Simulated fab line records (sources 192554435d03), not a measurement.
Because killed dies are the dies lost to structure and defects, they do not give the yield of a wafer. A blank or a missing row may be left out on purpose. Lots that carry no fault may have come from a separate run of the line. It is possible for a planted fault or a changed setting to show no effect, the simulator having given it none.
Which tool did it?	flow n5-finfet	12 lots, 32 wafers sampled, at 3 steps of a route of 1938

WHAT EACH GAUGE READ, for each wafer
N5_PASSIVATION_CD_MEAS_30: the cd target is 4000 nm. Usual: cd-nm at 4000.1 nm, with a standard deviation of 1.4.
lot	measured	on	cd-nm (nm)	flag
L242	day 12 15:32	cd-sem-02	3997.8 3998.4 3999.7	
L245	day 12 12:06	cd-sem-03	3998.8 3998.9 3998.2	
L243	day 12 14:36	cd-sem-01	3999.3 4001.7 3999.1	
L246	day 12 20:43	cd-sem-02	3999.6 4001.2 4000.4	
L247	day 13 12:09	cd-sem-02	4002.3 4001.1 4001.7	
L248	day 13 22:10	cd-sem-01	3998.7	
L250	day 14 00:55	cd-sem-02	3999.9	
L255	day 15 05:02	cd-sem-02	3999.8 4001.1 3999.6	
L260	day 16 20:54	cd-sem-03	3999.1 4001.0 3998.3	
L259	day 16 20:34	cd-sem-03	4003.1 4001.6 4001.6	
L264	day 17 21:41	cd-sem-03	3999.5 3999.3 3998.7	
L263	day 18 00:27	cd-sem-01	3998.5 3999.6 3998.8	

WHAT TOOL EACH LOT RAN ON (gives the tool, then ch and the chambers of the sampled wafers, and finally the start)
lot	N5_BEOL_M15_CMP_49	N5_PASSIVATION_SPUTTER_20
L242	cmp-01 ch 0,2,3, day 11 21:12	pvd-sputter-02, day 12 14:50
L245	cmp-01 ch 1,2,3, day 12 04:28	pvd-sputter-01, day 12 11:32
L243	cmp-01 ch 0,3, day 12 04:37	pvd-sputter-02, day 12 13:54
L246	cmp-04 ch 0,3, day 12 12:01	pvd-sputter-02, day 12 20:01
L247	cmp-04 ch 1,2,3, day 13 01:07	pvd-sputter-02, day 13 11:27
L248	cmp-04 ch 2, day 13 12:37	pvd-sputter-02, day 13 21:35
L250	cmp-04 ch 2, day 13 15:42	pvd-sputter-01, day 14 00:13
L255	cmp-01 ch 1,2,3, day 14 19:04	pvd-sputter-02, day 15 04:20
L260	cmp-02 ch 1,2, day 16 05:40	pvd-sputter-02, day 16 20:20
L259	cmp-02 ch 0,1,2, day 16 07:03	pvd-sputter-02, day 16 19:59
L264	cmp-01 ch 0,1,3, day 17 12:29	pvd-sputter-01, day 17 21:06
L263	cmp-01 ch 2,3, day 17 15:42	pvd-sputter-01, day 17 23:53
- N5_BEOL_M15_CMP_49: polishes, stops on SiO2, t overpolish 4.9 s, target thk 850 nm.
- N5_PASSIVATION_SPUTTER_20: material TaN, target thk 50 nm.

AS READ BY THE TOOLS THEMSELVES (means over the sampled wafers that have a number; for cases with no such wafer, the mark the record gives instead)
N5_BEOL_M15_CMP_49. Usual: barrier-field-endpoint-s 11.39 s, standard deviation 0.25; head-pressure-psi 2.000 psi, standard deviation 0.0043; motor-current-A 8.4 A, standard deviation 0.88; overpolish-run-s 4.899 s, standard deviation 0.0089.
lot	tool	barrier-field-endpoint-s (s)	head-pressure-psi (psi)	motor-current-A (A)	overpolish-run-s (s)	flag
L242	cmp-01	11.67	2.000	9.0	4.893	
L245	cmp-01	11.32	1.997	8.6	4.899	
L243	cmp-01	11.72	2.000	8.1	4.891	
L246	cmp-04	11.46	1.996	7.7	4.900	
L247	cmp-04	11.20	2.001	8.3	4.901	
L248	cmp-04	11.38	1.994	8.5	4.900	
L250	cmp-04	11.13	1.997	8.7	4.890	
L255	cmp-01	11.51	2.003	8.5	4.907	
L260	cmp-02	11.25	2.006	8.7	4.909	
L259	cmp-02	10.98	2.001	8.0	4.906	
L264	cmp-01	11.59	2.001	8.0	4.900	
L263	cmp-01	11.42	1.995	8.1	4.901	

N5_PASSIVATION_SPUTTER_20. Usual: susceptor-temp-C 24.99 C, standard deviation 0.11; throttle-valve-pct 29.5 %, standard deviation 0.91.
lot	tool	susceptor-temp-C (C)	throttle-valve-pct (%)	flag
L242	pvd-sputter-02	24.86	29.6	
L245	pvd-sputter-01	25.10	29.2	
L243	pvd-sputter-02	25.01	29.4	
L246	pvd-sputter-02	25.07	29.2	
L247	pvd-sputter-02	25.02	29.7	
L248	pvd-sputter-02	24.86	29.8	
L250	pvd-sputter-01	24.86	28.7	
L255	pvd-sputter-02	24.94	29.7	
L260	pvd-sputter-02	25.00	29.6	
L259	pvd-sputter-02	24.94	29.7	
L264	pvd-sputter-01	25.08	30.8	
L263	pvd-sputter-01	25.04	28.7	

THE ANSWER, worked out from the rows above alone
Rule: lot off if the mean of its wafers having a number is beyond 3 standard deviations from the usual mean. Also off: a lot with no number at a reading for which 4 or more lots have one. The other lots that the step has rows for count as sound. First the gauges in route order, then the tools' own readings, where a lot's mean is used as printed above. The first step at which some lot is off is used, and at that step the reading that is off furthest; a lot without a number counts as furthest.
Nothing can be told from this: no lot is off at any reading shown.

WHAT THE SIMULATOR HAD INSERTED
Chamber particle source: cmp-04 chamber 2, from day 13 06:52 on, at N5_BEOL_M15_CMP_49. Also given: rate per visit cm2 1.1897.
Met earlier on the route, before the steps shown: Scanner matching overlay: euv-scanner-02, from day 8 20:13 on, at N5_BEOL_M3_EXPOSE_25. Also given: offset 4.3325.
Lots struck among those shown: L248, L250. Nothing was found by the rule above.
